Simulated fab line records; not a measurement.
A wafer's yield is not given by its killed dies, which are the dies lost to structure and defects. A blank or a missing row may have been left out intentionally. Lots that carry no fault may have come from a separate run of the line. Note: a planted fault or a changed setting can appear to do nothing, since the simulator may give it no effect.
Which tool was responsible?    flow nand-harc    Sampling: 14 lots, 42 wafers, 5 of 1302 route steps

WHAT THE GAUGES READ, wafer by wafer
NHARC_A_M0_INSPECT_27.
lot   measured      on                 raw-defect-count
L406  day 23 00:56  defect-inspect-01  617 719 468
L407  day 23 02:49  defect-inspect-01  397 658 419
L408  day 23 07:25  defect-inspect-02  545 531 496
L409  day 23 20:22  defect-inspect-02  566 441 414
L410  day 24 08:01  defect-inspect-02  451 483 450
L422  day 28 19:07  defect-inspect-02  976 431 760
L420  day 28 20:59  defect-inspect-01  352 364 352
L423  day 30 07:19  defect-inspect-01  434 529 529
L424  day 30 11:20  defect-inspect-02  574 517 635
L425  day 30 23:01  defect-inspect-02  925 753 568
L426  day 31 03:02  defect-inspect-02  1057 597 716
L427  day 31 14:53  defect-inspect-02  370 425 414
L428  day 31 19:29  defect-inspect-02  511 596 572
L429  day 32 18:12  defect-inspect-02  590 451 453

NHARC_A_M1_OVL_MEAS_10: pitch 240 nm.
lot   measured      on          overlay-x-nm (nm)  overlay-y-nm (nm)
L406  day 23 02:17  overlay-02  -0.1 -0.4 -0.4     -0.8 -0.5 -0.8
L407  day 23 04:16  overlay-01  1.9 1.3 0.9        0.3 0.0 0.1
L408  day 23 08:53  overlay-02  -1.7 -1.6 -1.3     -0.4 0.5 0.2
L409  day 23 22:09  overlay-02  0.6 0.7 0.6        -1.8 -1.3 -1.7
L410  day 24 09:23  overlay-02  -0.3 -0.4 -1.1     -0.2 0.3 0.2
L422  day 28 20:37  overlay-02  0.3 0.1 0.2        1.1 1.8 0.7
L420  day 28 22:22  overlay-02  -0.5 -0.8 -0.5     1.2 1.6 1.1
L423  day 30 08:49  overlay-02  0.0 0.2 0.6        0.8 1.2 1.4
L424  day 30 12:41  overlay-01  1.6 1.9 1.3        2.1 2.0 1.5
L425  day 31 00:31  overlay-01  -0.8 -0.8 -0.8     -1.0 -0.8 -1.1
L426  day 31 04:30  overlay-02  -0.6 -0.3 -0.2     -0.5 -0.2 -0.2
L427  day 31 16:22  overlay-01  1.8 1.6 1.7        -0.2 0.1 -0.2
L428  day 31 20:58  overlay-02  0.3 0.6 -0.4       0.5 0.2 0.2
L429  day 32 19:58  overlay-01  -0.8 -0.5 -0.5     0.6 0.3 0.2

NHARC_A_BONDPAD_THK_MEAS_30: measures by ellipsometry.
lot   measured      on             thk-nm (nm)
L406  day 23 06:22  film-metro-01  199.3 199.8 198.7
L407  day 23 08:19  film-metro-02  200.0 199.4 198.8
L408  day 23 13:01  film-metro-02  199.9 198.9 198.6
L409  day 24 02:12  film-metro-01  201.9 203.2 204.8
L410  day 24 13:28  film-metro-01  204.1 201.0 200.7
L422  day 29 00:38  film-metro-01  248.6 244.2 252.9
L420  day 29 02:31  film-metro-02  244.6 246.7 252.8
L423  day 30 12:53  film-metro-01  199.4 199.6 200.1
L424  day 30 16:44  film-metro-01  198.7 198.7 198.8
L425  day 31 04:32  film-metro-02  201.2 198.7 200.7
L426  day 31 08:33  film-metro-02  200.9 199.1 199.7
L427  day 31 20:33  film-metro-02  201.1 201.5 200.9
L428  day 32 00:59  film-metro-02  200.0 199.6 202.5
L429  day 33 00:20  film-metro-02  204.1 199.6 200.5

NHARC_A_BONDPAD_CD_MEAS_09: target cd 500 nm.
lot   measured      on         cd-nm (nm)
L406  day 23 06:48  cd-sem-02  499.5 497.2 500.0
L407  day 23 08:53  cd-sem-01  499.3 498.5 499.2
L408  day 23 13:28  cd-sem-01  501.8 501.0 502.1
L409  day 24 02:46  cd-sem-01  499.3 501.2 499.1
L410  day 24 13:55  cd-sem-03  502.9 503.2 503.8
L422  day 29 01:12  cd-sem-01  499.4 500.1 499.5
L420  day 29 02:58  cd-sem-03  500.0 500.0 500.2
L423  day 30 13:20  cd-sem-01  498.6 498.7 500.2
L424  day 30 17:10  cd-sem-02  500.7 501.5 499.7
L425  day 31 05:05  cd-sem-01  498.4 498.3 499.0
L426  day 31 09:07  cd-sem-01  502.7 501.8 500.8
L427  day 31 21:07  cd-sem-03  501.3 501.8 502.9
L428  day 32 01:33  cd-sem-01  497.0 498.5 500.5
L429  day 33 00:47  cd-sem-02  497.5 498.7 497.8

EACH LOT AND THE TOOL THAT RAN IT (in order: tool; ch and the chambers of the sampled wafers; start)
lot   NHARC_A_BONDPAD_CMP_29
L406  cmp-04 ch 0,1,3, day 23 06:06
L407  cmp-02 ch 0,1,2, day 23 08:06
L408  cmp-02 ch 0,2,3, day 23 12:49
L409  cmp-03 ch 0,1,3, day 24 01:57
L410  cmp-03 ch 0,2, day 24 13:13
L422  cmp-04 ch 0,2,3, day 29 00:23
L420  cmp-04 ch 1,3, day 29 02:17
L423  cmp-02 ch 1,2,3, day 30 12:38
L424  cmp-03 ch 0,1, day 30 16:29
L425  cmp-04 ch 0,2,3, day 31 04:20
L426  cmp-04 ch 0,2,3, day 31 08:21
L427  cmp-04 ch 1,3, day 31 20:20
L428  cmp-04 ch 1,2, day 32 00:45
L429  cmp-03 ch 1,2,3, day 33 00:06
- NHARC_A_BONDPAD_CMP_29: polishes SiCN, target thk 200 nm.

AS READ BY THE TOOLS THEMSELVES (means over the sampled wafers that have a number; for cases with no such wafer, the mark the record gives instead)
NHARC_A_BONDPAD_CMP_29.
lot   tool    edge-zone-pressure-frac  motor-current-A (A)
L406  cmp-04  0.997                    12.0
L407  cmp-02  0.998                    11.8
L408  cmp-02  0.998                    12.2
L409  cmp-03  0.998                    12.0
L410  cmp-03  0.997                    11.3
L422  cmp-04  -                        -
L420  cmp-04  -                        -
L423  cmp-02  0.998                    12.3
L424  cmp-03  1.001                    11.8
L425  cmp-04  0.999                    12.0
L426  cmp-04  0.995                    12.3
L427  cmp-04  1.002                    11.0
L428  cmp-04  0.996                    10.9
L429  cmp-03  0.993                    12.2

THE ANSWER, worked out from the rows above alone
Rule: usual is defined by the lots themselves. Put in order of their means at a reading, lots are off if they are a third of the lots or fewer, leave a main group of 4 or more, and stand apart from it by a gap of 3 or more times the standard deviation of the main group's means; of several such gaps the widest counts. The tables above print the reading to a certain number of digits; a main group whose means all agree to those digits is not used. A lot without any number at a reading at which 4 lots or more have one is off too. Any other lot the step has rows for is counted as sound. First the gauges in route order, then the tools' own readings, where a lot's mean is used as printed above. The first step at which some lot is off is used, and at that step the reading that is off furthest; a lot without a number counts as furthest.
Off: L422, L420, at NHARC_A_BONDPAD_THK_MEAS_30 (thk-nm). Main group: mean 200.4 nm, sd 1.3.
A tool fits if, at a process step before that reading, it ran every lot that is off, and no sound lot after the first of them. The gauges at NHARC_A_BONDPAD_THK_MEAS_30 aren't tried: what is off there is off at NHARC_A_BONDPAD_CMP_29 too, on other tools, and a gauge's error can't cause that. Of those tried, none fits.

WHAT THE SIMULATOR PUT IN
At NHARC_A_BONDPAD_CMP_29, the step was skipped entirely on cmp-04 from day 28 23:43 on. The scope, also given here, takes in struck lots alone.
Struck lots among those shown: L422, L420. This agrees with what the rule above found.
